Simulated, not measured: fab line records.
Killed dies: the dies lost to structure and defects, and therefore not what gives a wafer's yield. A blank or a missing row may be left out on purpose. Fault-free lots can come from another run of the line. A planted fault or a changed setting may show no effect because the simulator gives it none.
fab line records	flow n5_finfet
[record] lots = 7	wafers = 19	last_day = 18
route steps=1938 shown MOL_CONTACT_COAG@539 BEOL_M4@1111
lots that met no fault: from a run of the same line without faults
start_h: the number of hours between the record's first day and the start of the first shown wafer of the lot	wait_h: time in hours since the lot's previous step	" as in the row above	L1.1+2: a row that stands for several wafers	- no value, or no start given	* or withheld: withheld	< > ~ a bound
route shown NAME@n: NAME is a module with steps in the file, n the number in the route of the first one	usual: mean/standard deviation taken from wafers without a fault	same: alike in all rows	chamber/n: place in a boat	sites: each site's reading	_std_site: how widely they spread, as a standard deviation	_edge_site: inner sites' mean taken away from outer sites' mean	radius_mm: for every site, how far away it sits from the centre of the wafer	mask NAME#n: copy n	behind: the tool/chamber that last shaped the wafer	hold: why the lot went on hold/how many hours it stayed there/how the hold came to an end	device: which transistor (n, p or np) failed to switch	end of line: the tests these same wafers got at the end of their route	a step with no rows: only its recipe	killed: not the wafer's yield, but the dies lost to structure and defects at the first sort	map: per-die view of a wafer (x killed, . not killed, _ where there is no die)
set.NAME: the setting the step ran with; set.NAME@STEP: the setting that earlier step ran with	model.NAME: the simulator's own value behind a step, which no gauge read
a table for each step, a row for each wafer; lots at some steps of the route
services: from which hour (start_h, from the record's first day; less than 0 if before it) a tool's chamber was out of use, for how many hours, and why
[[steps]]
[step N5_MOL_CONTACT_COAG_STRIP_98]
[recipe] chemistry = N2/H2	power_w = 500	temp_c = 40	pressure_mtorr = 50	rf_frequency_hz = 6e+07	overash_fraction = 0.3	bias_power_w = 8	h2_frac = 0.5	n2_flow_sccm = 300	h2_flow_sccm = 300
[step N5_MOL_CONTACT_COAG_CD_MEAS_99]
[recipe] target_cd_nm = 17.2	polarity = opening
[usual] cd_nm = 17.3/0.32
lot.wafer	tool	chamber	start_h	wait_h	cd_nm
L862.1	cd_sem-01	-	118.99	-	16.7
L862.2	"	-	"	"	17.7
L862.5	"	-	"	"	17.1
L867.2	cd_sem-02	-	151.55	-	17.1
L867.5	"	-	"	"	17.2
L867.6	"	-	"	"	17.3
L872.1	cd_sem-01	-	178.62	-	17.4
L872.4	"	-	"	"	17.7
L873.3	cd_sem-03	-	185.30	-	17.0
L873.6	"	-	"	"	17.6
L875.3	cd_sem-03	-	195.94	-	17.5
L875.4	"	-	"	"	17.4
L875.5	"	-	"	"	17.4
L876.2	cd_sem-01	-	202.60	-	17.6
L876.4	"	-	"	"	17.4
L876.5	"	-	"	"	17.5
L879.2	cd_sem-01	-	227.44	-	17.6
L879.3	"	-	"	"	17.6
L879.4	"	-	"	"	17.7
[step N5_MOL_CONTACT_COAG_IMPLANT_129]
[recipe] species = Ge	energy_kev = 3	dose_cm2 = 6e+14	tilt_deg = 0	rotation_deg = 0
[step N5_MOL_CONTACT_COAG_PRECLEAN_111]
[recipe] chemistry = NF3:NH3	afs_cycles = 1	temp_c = 30	time_s = 20	sublimation_temp_c = 180	sublimation_time_s = 60	pressure_torr = 3	rf_power_w = 30
[step N5_MOL_CONTACT_COAG_TI_SIL_19]
[recipe] material = Ti	target_thk_a = 42	temp_c = 200	chamber_pressure_pa = 5	power_w = 5000	time_s = 15
[usual] substrate_temp_c = 200.00/0.18	throttle_valve_pct = 29.6/0.97
lot.wafer	tool	chamber	start_h	wait_h	substrate_temp_c	throttle_valve_pct
L862.1	pvd_sputter-01	-	120.11	0.2	199.78	30.0
L862.2	"	-	"	"	200.17	28.5
L862.5	"	-	"	"	199.94	28.3
L867.2	pvd_sputter-02	-	152.00	0.1	200.11	29.9
L867.5	"	-	"	"	199.96	29.8
L867.6	"	-	"	"	200.15	27.8
L872.1	pvd_sputter-01	-	179.13	0.2	200.32	29.7
L872.4	"	-	"	"	200.11	30.0
L873.3	pvd_sputter-03	-	186.46	0.4	199.71	31.8
L873.6	"	-	"	"	199.64	31.8
L875.3	pvd_sputter-03	-	198.38	2.0	200.29	29.8
L875.4	"	-	"	"	199.78	31.9
L875.5	"	-	"	"	199.92	29.4
L876.2	pvd_sputter-03	-	204.02	0.2	199.90	29.4
L876.4	"	-	"	"	199.85	29.7
L876.5	"	-	"	"	200.19	29.8
L879.2	pvd_sputter-03	-	228.20	0.4	200.08	29.5
L879.3	"	-	"	"	199.97	29.3
L879.4	"	-	"	"	200.07	29.5
[step N5_MOL_CONTACT_COAG_ALD_20]
[recipe] material = TiN	target_thk_a = 15	temp_c = 400	ald_precursor_family = TiCl4	ald_co_reactant = NH3	pulse_time_s = 1	purge_time_s = 3	co_reactant_purge_time_s = 2	co_reactant_pulse_time_s = 2	ald_cycles = 68	pressure_torr = 3
[usual] heater_power_w = 936/98	precursor_pulse_height_rel = 1.001/0.02
[same] co_reactant_pulse_time_s = 2
lot.wafer	tool	chamber	start_h	wait_h	heater_power_w	precursor_pulse_height_rel
L862.1	ald_metal-03	2	120.23	0.1	837	0.966
L862.2	"	1	"	"	838	1.004
L862.5	"	2	"	"	840	1.011
L867.2	ald_metal-01	2	152.13	0.1	901	0.997
L867.5	"	0	"	"	861	1.036
L867.6	"	1	"	"	857	1.017
L872.1	ald_metal-03	0	179.25	0.1	1085	0.989
L872.4	"	3	"	"	975	1.003
L873.3	ald_metal-03	2	186.58	0.1	830	0.980
L873.6	"	0	"	"	1088	0.989
L875.3	ald_metal-03	0	198.50	0.1	1055	1.012
L875.4	"	3	"	"	987	0.994
L875.5	"	1	"	"	820	0.968
L876.2	ald_metal-03	3	204.14	0.1	958	1.009
L876.4	"	2	"	"	858	1.007
L876.5	"	1	"	"	821	1.008
L879.2	ald_metal-03	2	228.32	0.1	839	0.981
L879.3	"	0	"	"	1056	1.013
L879.4	"	1	"	"	846	1.010
[step N5_MOL_CONTACT_COAG_SIL_ANNEAL_21]
[recipe] temp_c = 550	time_s = 60	ambient = N2
[usual] lamp_power_pct = 6.0/0.38	wafer_temp_C_max = 552.9/0.68
lot.wafer	tool	chamber	start_h	wait_h	lamp_power_pct	wafer_temp_C_max
L862.1	rtp_anneal-01	0	120.60	0.2	5.7	551.4
L862.2	"	0	"	"	5.7	553.5
L862.5	"	0	"	"	5.7	553.5
L867.2	rtp_anneal-01	0	152.66	0.4	5.7	553.6
L867.5	"	0	"	"	5.7	553.1
L867.6	"	0	"	"	5.7	551.8
L872.1	rtp_anneal-01	0	179.63	0.2	5.7	552.2
L872.4	"	0	"	"	5.7	552.9
L873.3	rtp_anneal-01	0	187.03	0.3	5.7	552.9
L873.6	"	0	"	"	5.7	553.7
L875.3	rtp_anneal-01	0	198.95	0.3	5.7	552.8
L875.4	"	0	"	"	5.7	552.9
L875.5	"	0	"	"	5.7	553.2
L876.2	rtp_anneal-02	0	204.54	0.2	6.5	553.3
L876.4	"	0	"	"	6.4	552.6
L876.5	"	0	"	"	6.5	553.2
L879.2	rtp_anneal-02	0	228.73	0.2	6.5	553.0
L879.3	"	0	"	"	6.4	552.0
L879.4	"	0	"	"	6.5	551.3
[step N5_MOL_CONTACT_COAG_PRE_CLEAN_141]
[recipe] gas = H2/He	time_s = 60	temp_c = 300
[usual] heater_power_w = 471/56
lot.wafer	tool	chamber	start_h	wait_h	heater_power_w
L862.1	pvd_sputter-01	-	121.07	0.4	385
L862.2	"	-	"	"	536
L862.5	"	-	"	"	515
L867.2	pvd_sputter-03	-	152.95	0.3	381
L867.5	"	-	"	"	500
L867.6	"	-	"	"	388
L872.1	pvd_sputter-01	-	180.07	0.4	443
L872.4	"	-	"	"	531
L873.3	pvd_sputter-03	-	187.90	0.8	498
L873.6	"	-	"	"	498
L875.3	pvd_sputter-03	-	199.28	0.3	543
L875.4	"	-	"	"	508
L875.5	"	-	"	"	500
L876.2	pvd_sputter-03	-	204.84	0.3	529
L876.4	"	-	"	"	511
L876.5	"	-	"	"	546
L879.2	pvd_sputter-01	-	230.40	1.6	440
L879.3	"	-	"	"	392
L879.4	"	-	"	"	528
[step N5_MOL_CONTACT_COAG_SPUTTER_143]
[recipe] material = Co	target_thk_a = 25	temp_c = 25	chamber_pressure_pa = 0.2
[usual] substrate_temp_c = 25.01/0.11	throttle_valve_pct = 29.7/0.95
lot.wafer	tool	chamber	start_h	wait_h	substrate_temp_c	throttle_valve_pct
L862.1	pvd_sputter-01	-	121.13	0.0	25.18	28.4
L862.2	"	-	"	"	25.08	29.9
L862.5	"	-	"	"	25.06	29.3
L867.2	pvd_sputter-03	-	153.01	0.0	25.01	29.9
L867.5	"	-	"	"	25.05	29.3
L867.6	"	-	"	"	24.91	29.4
L872.1	pvd_sputter-01	-	180.13	0.0	25.09	30.0
L872.4	"	-	"	"	25.08	29.7
L873.3	pvd_sputter-03	-	187.96	0.0	24.86	29.6
L873.6	"	-	"	"	25.07	29.4
L875.3	pvd_sputter-03	-	199.34	0.0	24.92	32.0
L875.4	"	-	"	"	24.96	29.4
L875.5	"	-	"	"	24.95	29.1
L876.2	pvd_sputter-03	-	204.90	0.0	24.85	29.5
L876.4	"	-	"	"	24.86	29.6
L876.5	"	-	"	"	24.98	31.9
L879.2	pvd_sputter-01	-	230.47	0.0	25.07	30.1
L879.3	"	-	"	"	24.86	28.5
L879.4	"	-	"	"	24.90	29.6
[step N5_MOL_CONTACT_COAG_CO_FILL_22]
[recipe] material = Co	target_thk_a = 200	temp_c = 200	precursor = CCTBA/H2	pressure_torr = 30
[step N5_MOL_CONTACT_COAG_ANNEAL_113]
[recipe] temp_c = 400	time_s = 300	ambient = H2/N2
[step N5_MOL_CONTACT_COAG_PRE_CLEAN_142]
[recipe] gas = H2/He	time_s = 60	temp_c = 300
[step N5_MOL_CONTACT_COAG_SPUTTER_130]
[recipe] material = Co	target_thk_a = 475	temp_c = 25	chamber_pressure_pa = 0.5	power_w = 3000
[usual] substrate_temp_c = 25.01/0.11	throttle_valve_pct = 29.6/0.98
lot.wafer	tool	chamber	start_h	wait_h	substrate_temp_c	throttle_valve_pct	model.Co_of_MOL_CONTACT_COAG_SPUTTER_130.thk_nm
L862.1	pvd_sputter-03	-	124.12	0.0	24.92	29.7	47
L862.2	"	-	"	"	25.01	29.4	47.2
L862.5	"	-	"	"	25.04	29.6	47.4
L867.2	pvd_sputter-02	-	156.95	0.0	24.98	28.7	47.2
L867.5	"	-	"	"	25.04	29.6	47.2
L867.6	"	-	"	"	25.08	28.4	47
L872.1	pvd_sputter-02	-	183.51	0.0	24.94	28.6	47.8
L872.4	"	-	"	"	24.87	30.0	31.8
L873.3	pvd_sputter-02	-	190.85	0.0	24.94	27.9	32.4
L873.6	"	-	"	"	24.95	28.8	47.2
L875.3	pvd_sputter-02	-	201.36	0.0	24.75	30.1	32
L875.4	"	-	"	"	25.14	28.0	32.4
L875.5	"	-	"	"	24.98	29.8	47.4
L876.2	pvd_sputter-03	-	206.64	0.0	25.02	30.0	47.8
L876.4	"	-	"	"	25.18	31.8	48
L876.5	"	-	"	"	25.20	29.6	47.6
L879.2	pvd_sputter-03	-	233.94	0.0	24.95	32.0	47.4
L879.3	"	-	"	"	25.03	29.7	48
L879.4	"	-	"	"	24.99	29.9	47.6
[step N5_MOL_CONTACT_COAG_PRECLEAN_125]
[recipe] chemistry = DIW	time_s = 57.5	temp_c = 23
[step N5_BEOL_M4_RC_MEAS_101]
[usual] DIBL_N = 36.1/1.3	DIBL_P = 36.1/1.7	IOFF_N = 0.154/0.022	IOFF_P = 0.201/0.024	ION_N = 675/8.9	ION_P = 462/5.9	SS_N = 71.5/0.49	SS_P = 73.3/0.58	VT_N = 250.0/2.7	VT_P = -251.3/2.7
lot.wafer	tool	chamber	start_h	wait_h	DIBL_N[mV/V]	DIBL_P[mV/V]	IOFF_N[nA/um]	IOFF_P[nA/um]	ION_N[uA/um]	ION_P[uA/um]	SS_N[mV/dec]	SS_P[mV/dec]	VT_N[mV]	VT_P[mV]
L862.1	prober-01	0	193.44	0.0	34.4	33.9	0.122	0.190	655	461	71.0	72.3	253.0	-249.8
L862.2	"	0	"	"	37.2	37.3	0.175	0.249	675	468	72.2	73.6	245.3	-247.2
L862.5	"	0	"	"	34.7	33.9	0.124	0.179	658	454	71.7	72.6	254.0	-253.5
L867.2	prober-01	0	234.62	0.2	36.4	35.8	0.134	0.188	665	456	71.7	73.0	250.6	-252.7
L867.5	"	0	"	"	36.6	35.9	0.136	0.186	657	446	71.0	73.6	254.9	-253.1
L867.6	"	0	"	"	35.6	35.0	0.123	0.180	657	456	71.6	72.9	253.1	-252.1
L873.3	prober-01	0	263.21	0.3	37.4	39.3	0.179	0.223	669	462	72.0	74.1	250.0	-251.3
L873.6	"	0	"	"	37.1	38.9	0.172	0.217	679	462	71.7	73.5	251.0	-253.8
L872.1	prober-02	0	267.39	0.0	35.4	35.6	0.134	0.199	665	459	71.2	72.7	252.3	-250.5
L872.4	"	0	"	"	37.9	38.4	0.174	0.235	681	468	72.0	73.4	250.6	-248.6
L875.3	prober-02	0	285.03	0.3	39.7	40.7	0.211	0.239	682	457	72.7	73.8	248.6	-251.5
L875.4	"	0	"	"	35.6	35.6	0.132	0.168	666	454	71.4	73.0	256.1	-257.8
L875.5	"	0	"	"	36.4	36.8	0.145	0.187	666	455	71.5	73.2	252.7	-253.4
L876.2	prober-01	0	289.66	0.2	35.2	35.1	0.146	0.190	680	466	71.9	72.8	250.5	-249.6
L876.4	"	0	"	"	36.0	36.3	0.148	0.196	670	463	72.3	72.7	251.4	-250.8
L876.5	"	0	"	"	33.6	32.6	0.116	0.158	660	457	71.6	71.7	255.8	-252.9
L879.2	prober-02	0	319.63	0.2	36.8	37.9	0.169	0.246	676	468	71.5	73.4	249.1	-245.1
L879.3	"	0	"	"	36.7	37.0	0.156	0.218	673	466	72.0	73.1	247.2	-247.4
L879.4	"	0	"	"	37.7	38.4	0.179	0.248	690	475	71.6	74.0	244.3	-248.4
[[services]]
tool	chamber	start_h	hours	kind
ald_metal-01	3	130.16	13.0	repair
ald_metal-03	2	153.72	2.4	repair
ald_metal-01	-	168.85	0.6	repair
pvd_sputter-02	-	174.26	5.0	repair
ald_metal-01	2	178.30	7.8	repair
ald_metal-01	-	226.76	1.6	repair
[[key]]
first_sign none at tools or gauges
[model_effect] step = N5_MOL_CONTACT_COAG_SPUTTER_130	value = Co_of_MOL_CONTACT_COAG_SPUTTER_130.thk_nm	without = 47.75	struck = 32.15
met_at N5_MOL_CONTACT_COAG_SPUTTER_130
struck_wafers L872.4,L873.3,L875.3,L875.4
onset_between 156.95 183.51
[fault] kind = process_parameter_drift	tool = pvd_sputter-02	chamber = -	onset_h = 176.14	steps = N5_MOL_CONTACT_COAG_SPUTTER_130	channel = target_thk_a	offset = *	shape = step	end_h = 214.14	scope = struck_wafers_only	acts_in = *	stated = *
